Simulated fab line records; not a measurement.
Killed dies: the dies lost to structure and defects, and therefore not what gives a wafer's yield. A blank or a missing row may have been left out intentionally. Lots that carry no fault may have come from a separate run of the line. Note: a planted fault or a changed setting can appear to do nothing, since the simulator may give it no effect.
fab line records ; flow nand-harc
[record] lots = 13; wafers = 38; last-day = 35
route steps=1302 shown A_WL_FILL@952 END@1302
lots untouched by any fault: they come from a run of this same line in which no faults occurred
start-h: hours from the record's first day to the start of the lot's first wafer shown ; wait-h: hours since the lot's step before ; " as in the row above ; L1.1+2: a row that stands for several wafers ; - either no value or no given start ; * or withheld: withheld ; < > ~ a bound
route shown NAME@n: a module of which the file shows steps, and the number in the route of the first ; usual: the fault-free wafers' mean and standard deviation ; same: alike in all rows ; chamber/n: place in a boat ; sites: per-site readings ; _std_site: how widely they spread, as a standard deviation ; _edge_site: inner sites' mean taken away from outer sites' mean ; radius-mm: for every site, how far away it sits from the centre of the wafer ; mask NAME#n: copy n ; behind: the last tool/chamber to shape the wafer ; hold: reason for holding the lot/hours on hold/outcome of the hold ; device: which transistor (n, p or np) failed to switch ; end of line: at the end of the route, the tests of the same wafers ; a step with no rows: only its recipe ; killed: dies that structure and defects cost at the first sort, which is not the same as the wafer's yield ; map: a wafer's dies, x killed, . not, _ none there
set.NAME: the setting that was run; set.NAME@STEP: the one run at that earlier step ; model.NAME: the simulator's own value behind a step, which no gauge read
one table for each step of the route and one row for each wafer, over a sample of lots
services: a tool's chamber out of use, with start hour (start-h, from the record's first day; less than 0 if before it), hours out, and reason
[[steps]]
[step NHARC_A_WL_FILL_ALD_00]
[recipe] target-thk-a = 30; pulse-time-s = 3; ald-cycles = 30; temp-c = 300; material = Al2O3
[usual] heater-power-w = 474/43; precursor-pulse-height-rel = 1.000/0.019
lot.wafer;tool;chamber;start-h;wait-h;heater-power-w;precursor-pulse-height-rel;since-wet-clean-h
L849.3;ald-hk-03;2;479.26;0.1;524;1.016;77
L849.2;ald-hk-03;1;479.26;0.1;507;1.013;77
L849.5;ald-hk-03;2;479.26;0.1;530;1.013;-
L850.1;ald-hk-02;2;479.36;0.2;480;1.018;118
L850.3;ald-hk-02;3;479.36;0.2;486;1.008;118
L850.4;ald-hk-02;0;479.36;0.2;418;1.007;118
L857.3;ald-hk-01;3;560.21;0.1;516;0.989;74
L857.2;ald-hk-01;1;560.21;0.1;470;1.007;74
L857.6;ald-hk-01;2;560.21;0.1;441;1.013;-
L856.1;ald-hk-02;3;566.36;2.4;463;0.983;24
L856.3;ald-hk-02;1;566.36;2.4;515;1.021;24
L856.6;ald-hk-02;3;566.36;2.4;469;1.020;-
L853.1;ald-hk-02;3;567.85;0.1;469;1.004;25
L853.3;ald-hk-02;1;567.85;0.1;510;1.014;25
L853.5;ald-hk-02;2;567.85;0.1;489;0.983;-
L859.3;ald-hk-02;1;577.10;0.2;527;0.974;35
L859.4;ald-hk-02;0;577.10;0.2;400;1.012;35
L859.5;ald-hk-02;1;577.10;0.2;501;0.972;-
L855.4;ald-hk-01;0;580.68;0.1;428;1.003;95
L855.2;ald-hk-01;2;580.68;0.1;439;1.024;95
L855.5;ald-hk-01;3;580.68;0.1;531;0.998;-
L860.4;ald-hk-01;1;598.68;0.1;461;0.996;113
L860.3;ald-hk-01;0;598.68;0.1;433;0.972;113
L860.6;ald-hk-01;1;598.68;0.1;461;1.010;-
L862.2;ald-hk-02;3;608.37;0.1;470;1.036;66
L862.1;ald-hk-02;0;608.37;0.1;387;1.007;66
L864.4;ald-hk-01;3;612.09;0.2;519;1.001;126
L864.6;ald-hk-01;1;612.09;0.2;458;0.993;-
L864.5;ald-hk-01;2;612.09;0.2;433;0.991;-
L869.3;ald-hk-02;3;659.85;0.2;471;0.963;117
L869.1;ald-hk-02;0;659.85;0.2;385;1.032;117
L869.2;ald-hk-02;1;659.85;0.2;520;1.003;117
L870.1;ald-hk-01;2;696.11;0.1;445;1.027;31
L870.3;ald-hk-01;3;696.11;0.1;505;1.005;31
L870.5;ald-hk-01;2;696.11;0.1;459;0.985;-
L872.2;ald-hk-01;3;731.52;0.1;511;0.995;67
L872.3;ald-hk-01;2;731.52;0.1;446;0.989;67
L872.6;ald-hk-01;3;731.52;0.1;513;0.997;-
[step NHARC_A_WL_FILL_CVD_03]
[recipe] target-thk-a = 400; temp-c = 300; pressure-torr = 40; wf6-flow-sccm = 40; h2-flow-sccm = 1600; ar-flow-sccm = 1560; time-s = 279; material = W
[usual] heater-power-w = 485/26; throttle-valve-pct = 7.87/0.29
lot.wafer;tool;chamber;start-h;wait-h;heater-power-w;since-wet-clean-h;throttle-valve-pct
L849.2;cvd-w-02;0;480.18;0.1;484;17;7.46
L849.3;cvd-w-02;0;480.18;0.1;479;-;7.60
L849.5;cvd-w-02;1;480.18;0.1;515;-;7.61
L850.1;cvd-w-01;1;480.40;0.1;466;98;8.35
L850.3;cvd-w-01;0;480.40;0.1;475;-;8.09
L850.4;cvd-w-01;1;480.40;0.1;451;-;8.43
L857.2;cvd-w-02;0;561.10;0.1;477;98;7.64
L857.3;cvd-w-02;1;561.10;0.1;529;-;7.70
L857.6;cvd-w-02;0;561.10;0.1;471;-;7.73
L856.1;cvd-w-02;0;567.32;0.1;472;104;7.83
L856.3;cvd-w-02;1;567.32;0.1;542;-;7.65
L856.6;cvd-w-02;0;567.32;0.1;463;-;7.47
L853.1;cvd-w-01;0;568.80;0.1;475;5;7.65
L853.3;cvd-w-01;1;568.80;0.1;457;-;8.07
L853.5;cvd-w-01;0;568.80;0.1;477;-;7.85
L859.3;cvd-w-01;0;578.13;0.2;466;-;7.94
L859.4;cvd-w-01;1;578.13;0.2;456;-;8.02
L859.5;cvd-w-01;1;578.13;0.2;458;-;8.05
L855.2;cvd-w-01;1;581.62;0.1;468;18;8.27
L855.4;cvd-w-01;0;581.62;0.1;473;-;7.92
L855.5;cvd-w-01;0;581.62;0.1;459;-;8.19
L860.3;cvd-w-02;0;599.94;0.2;477;-;7.95
L860.4;cvd-w-02;1;599.94;0.2;533;-;7.83
L860.6;cvd-w-02;0;599.94;0.2;478;-;7.59
L862.2;cvd-w-01;0;609.26;0.1;481;46;7.88
L862.1;cvd-w-01;1;609.26;0.1;460;46;8.48
L864.4;cvd-w-02;0;613.22;0.2;468;-;7.86
L864.6;cvd-w-02;1;613.22;0.2;526;-;7.71
L864.5;cvd-w-02;0;613.22;0.2;475;-;7.65
L869.1;cvd-w-01;1;660.78;0.1;455;97;8.27
L869.2;cvd-w-01;0;660.78;0.1;476;97;7.99
L869.3;cvd-w-01;1;660.78;0.1;469;-;8.31
L870.1;cvd-w-02;0;697.16;0.1;495;53;7.13
L870.3;cvd-w-02;0;697.16;0.1;493;-;7.59
L870.5;cvd-w-02;1;697.16;0.1;519;-;7.85
L872.2;cvd-w-02;1;732.49;0.1;515;88;7.92
L872.3;cvd-w-02;0;732.49;0.1;494;-;7.70
L872.6;cvd-w-02;0;732.49;0.1;493;-;7.40
[step NHARC_A_WL_FILL_ETCHBACK_16]
[recipe] target-depth-a = 1200; time-s = 24; c4f8-flow-sccm = withheld; o2-flow-sccm = 8; ar-flow-sccm = withheld; rf-w = 600; bias-w = 800; chemistry = C4F8/O2/Ar
[usual] oes-product-au = 0.977/0.03; rf-vpp-V = 723/4.2
lot.wafer;tool;chamber;start-h;wait-h;oes-product-au;rf-hours-counter-h;rf-vpp-V
L849.3;rie-diel-07;1;491.05;-;0.999;0.2;717
L849.2;rie-diel-07;0;491.05;-;0.998;0.2;718
L849.5;rie-diel-07;2;491.05;-;0.989;-;729
L850.4;rie-diel-02;0;491.06;-;0.984;7.5;728
L850.1;rie-diel-02;1;491.06;-;0.988;6.9;719
L850.3;rie-diel-02;2;491.06;-;0.995;6.9;721
L857.2;rie-diel-13;1;572.94;-;1.003;0.6;727
L857.3;rie-diel-13;0;572.94;-;0.994;1.3;718
L857.6;rie-diel-13;1;572.94;-;0.996;-;728
L856.3;rie-diel-07;1;578.49;-;0.930;3.1;719
L856.1;rie-diel-07;3;578.49;-;0.908;3.4;725
L856.6;rie-diel-07;0;578.49;-;0.924;-;719
L853.3;rie-diel-13;0;578.56;-;0.927;1.4;717
L853.1;rie-diel-13;3;578.56;-;0.928;1.6;721
L853.5;rie-diel-13;1;578.56;-;0.940;-;727
L859.3;rie-diel-07;3;588.79;-;0.935;3.4;724
L859.4;rie-diel-07;1;588.79;-;0.973;3.1;717
L859.5;rie-diel-07;0;588.79;-;0.956;-;719
L855.4;rie-diel-13;0;593.63;-;0.990;2.3;717
L855.2;rie-diel-13;1;593.63;-;1.015;1.5;728
L855.5;rie-diel-13;1;593.63;-;0.996;-;727
L860.4;rie-diel-07;1;610.38;-;0.989;3.8;718
L860.3;rie-diel-07;2;610.38;-;0.970;3.9;730
L860.6;rie-diel-07;0;610.38;-;1.169;-;720
L862.2;rie-diel-07;2;621.64;-;0.913;4.3;729
L862.1;rie-diel-07;3;621.64;-;0.918;4.2;725
L864.4;rie-diel-13;0;624.58;-;1.005;2.6;719
L864.6;rie-diel-13;1;624.58;-;1.009;-;727
L864.5;rie-diel-13;2;624.58;-;1.007;-;720
L869.2;rie-diel-07;2;672.20;-;0.988;0.8;730
L869.3;rie-diel-07;3;672.20;-;0.994;0.8;725
L869.1;rie-diel-07;1;672.20;-;0.996;0.8;717
L870.1;rie-diel-02;1;707.41;-;0.987;7.5;718
L870.3;rie-diel-02;0;707.41;-;0.990;7.6;728
L870.5;rie-diel-02;1;707.41;-;0.994;-;718
L872.3;rie-diel-02;3;743.61;-;0.980;8.4;722
L872.2;rie-diel-02;2;743.61;-;0.982;8.3;721
L872.6;rie-diel-02;3;743.61;-;0.974;-;722
[step NHARC_A_WL_FILL_CVD_20]
[recipe] target-thk-a = 1000; temp-c = 400; pressure-torr = 40; wf6-flow-sccm = 40; h2-flow-sccm = 1600; ar-flow-sccm = 1560; time-s = 74; material = W
[usual] heater-power-w = 869/47; throttle-valve-pct = 7.85/0.3
lot.wafer;tool;chamber;start-h;wait-h;heater-power-w;since-wet-clean-h;throttle-valve-pct
L850.1;cvd-w-01;0;-;-;840;114;8.10
L850.4;cvd-w-01;0;-;-;837;-;8.32
L850.3;cvd-w-01;1;-;-;799;-;8.40
L849.2;cvd-w-02;0;-;-;845;34;7.55
L849.3;cvd-w-02;1;-;-;924;-;7.69
L849.5;cvd-w-02;0;-;-;872;-;7.43
L857.2;cvd-w-02;1;-;-;927;116;7.67
L857.3;cvd-w-02;0;-;-;869;-;7.36
L857.6;cvd-w-02;0;-;-;829;-;7.52
L856.1;cvd-w-02;0;-;-;863;122;7.68
L856.3;cvd-w-02;1;-;-;948;-;7.81
L856.6;cvd-w-02;1;-;-;959;-;7.82
L853.1;cvd-w-01;0;-;-;845;22;7.90
L853.3;cvd-w-01;0;-;-;866;-;7.96
L853.5;cvd-w-01;0;-;-;843;-;8.05
L859.3;cvd-w-02;0;-;-;851;-;7.88
L859.4;cvd-w-02;0;-;-;847;-;7.68
L859.5;cvd-w-02;0;-;-;853;-;7.80
L855.2;cvd-w-02;1;-;-;944;136;7.67
L855.4;cvd-w-02;0;-;-;842;-;7.54
L855.5;cvd-w-02;0;-;-;865;-;7.82
L860.4;cvd-w-01;1;-;-;804;-;8.31
L860.3;cvd-w-01;0;-;-;837;-;7.79
L860.6;cvd-w-01;0;-;-;845;-;7.92
L862.1;cvd-w-02;1;-;-;955;164;7.76
L862.2;cvd-w-02;0;-;-;843;164;7.80
L864.4;cvd-w-01;1;-;-;814;-;8.37
L864.5;cvd-w-01;1;-;-;807;-;8.22
L864.6;cvd-w-01;0;-;-;832;-;7.75
L869.2;cvd-w-02;0;-;-;856;34;7.37
L869.1;cvd-w-02;1;-;-;941;34;7.71
L869.3;cvd-w-02;0;-;-;870;-;7.47
L870.1;cvd-w-02;1;-;-;957;69;7.81
L870.3;cvd-w-02;0;-;-;873;-;7.74
L870.5;cvd-w-02;0;-;-;877;-;7.54
L872.2;cvd-w-02;0;-;-;852;105;7.74
L872.3;cvd-w-02;1;-;-;925;-;7.93
L872.6;cvd-w-02;1;-;-;938;-;7.72
[step NHARC_END_SORT_01]
[recipe] temp-c = 25
[usual] killed-at-array = 54/18; killed-at-other = 0.9/1.2; killed-at-periphery = 4.4/2.9; killed-dies = 59/18; killed-open = 3.2/1.8; killed-short = 2.6/1.8
[same] gross-dies = 677
lot.wafer;tool;chamber;start-h;wait-h;killed-at-array;killed-at-other;killed-at-periphery;killed-dies;killed-open;killed-short
L860.3;prober-01;0;714.17;3.1;49;0;6;55;5;2
L860.4;prober-01;0;714.98;3.4;49;1;4;54;1;3
L860.6;prober-01;0;716.60;4.1;62;0;4;66;3;6
// killed by level:class
L860.3 A_CHANNEL_HOLE_D1:chamber-film-flake=18 A_CHANNEL_HOLE_D2:chamber-film-flake=18 A_CONTACT:chamber-film-flake=4 P_STI:chamber-film-flake=2 A_STAIRCASE:chamber-film-flake=2 A_SLIT:chamber-film-flake=2 P_M0:geometric-particle:open=1 P_M1:geometric-particle:open=1
L860.4 A_CHANNEL_HOLE_D1:chamber-film-flake=18 A_CHANNEL_HOLE_D2:chamber-film-flake=16 A_STAIRCASE:chamber-film-flake=6 A_CHANNEL_FILL_D1:chamber-film-flake=3 A_SLIT:chamber-film-flake=2 P_STI:geometric-particle:open=1 A_SGD_CUT:geometric-particle:short=1 A_BLC:geometric-particle:short=1
L860.6 A_CHANNEL_HOLE_D2:chamber-film-flake=22 A_CHANNEL_HOLE_D1:chamber-film-flake=18 A_SLIT:chamber-film-flake=5 A_STAIRCASE:chamber-film-flake=4 A_CONTACT:chamber-film-flake=3 A_CHANNEL_FILL_D2:geometric-particle:short=2 A_CHANNEL_FILL_D2:geometric-particle:open=2 P_GATE:chamber-film-flake=2
[[services]]
tool;chamber;start-h;hours;kind
rie-diel-13;3;456.75;6.3;repair
rie-diel-07;-;471.20;9.0;pm
cvd-w-02;1;482.10;3.6;repair
rie-diel-13;-;489.55;0.5;repair
cvd-w-01;-;497.86;2.2;repair
rie-diel-13;-;519.00;9.0;pm
rie-diel-02;0;550.30;3.8;repair
cvd-w-01;-;550.64;13.0;pm
rie-diel-07;0;557.99;7.8;repair
rie-diel-02;-;570.70;9.0;pm
rie-diel-13;2;587.17;4.7;repair
cvd-w-02;1;590.24;4.5;repair
rie-diel-02;-;610.24;0.6;repair
rie-diel-07;1;618.78;10.1;repair
cvd-w-02;-;631.07;13.0;pm
rie-diel-07;0;633.67;32.4;repair
rie-diel-07;-;648.20;9.0;pm
ald-hk-01;-;655.03;10.0;pm
rie-diel-02;0;655.16;3.5;repair
rie-diel-13;-;696.00;9.0;pm
cvd-w-01;1;708.69;9.3;repair
ald-hk-02;-;713.25;10.0;pm
cvd-w-01;-;731.64;13.0;pm
rie-diel-07;2;738.04;4.4;repair
[[key]]
[first-sign] step = NHARC_A_WL_FILL_ETCHBACK_16; reading = oes-product-au; direction = up; sigmas = 6.5; usual = 0.977; struck = 1.169
effect none on later readings
met-at NHARC_A_WL_FILL_ETCHBACK_16
struck-lots L860
struck-wafers L860.6
tester-left-out L860
not-acting-at NHARC_A_WL_FILL_ALD_00,NHARC_A_WL_FILL_CVD_03,NHARC_A_WL_FILL_CVD_20
onset-between 588.79 610.38
[fault] kind = process-parameter-drift; tool = rie-diel-07; chamber = 0; onset-h = 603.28; steps = NHARC_A_WL_FILL_ETCHBACK_16; channel = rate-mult; offset = 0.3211; shape = step; end-h = 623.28
// tester-left-out: of these lots the tester's yield and bins aren't shown, on N5 and GAA mostly nor the transistor test; their killed dies are dies lost to structure and defects alone, not to doping, threshold or leakage, so they don't give the yield
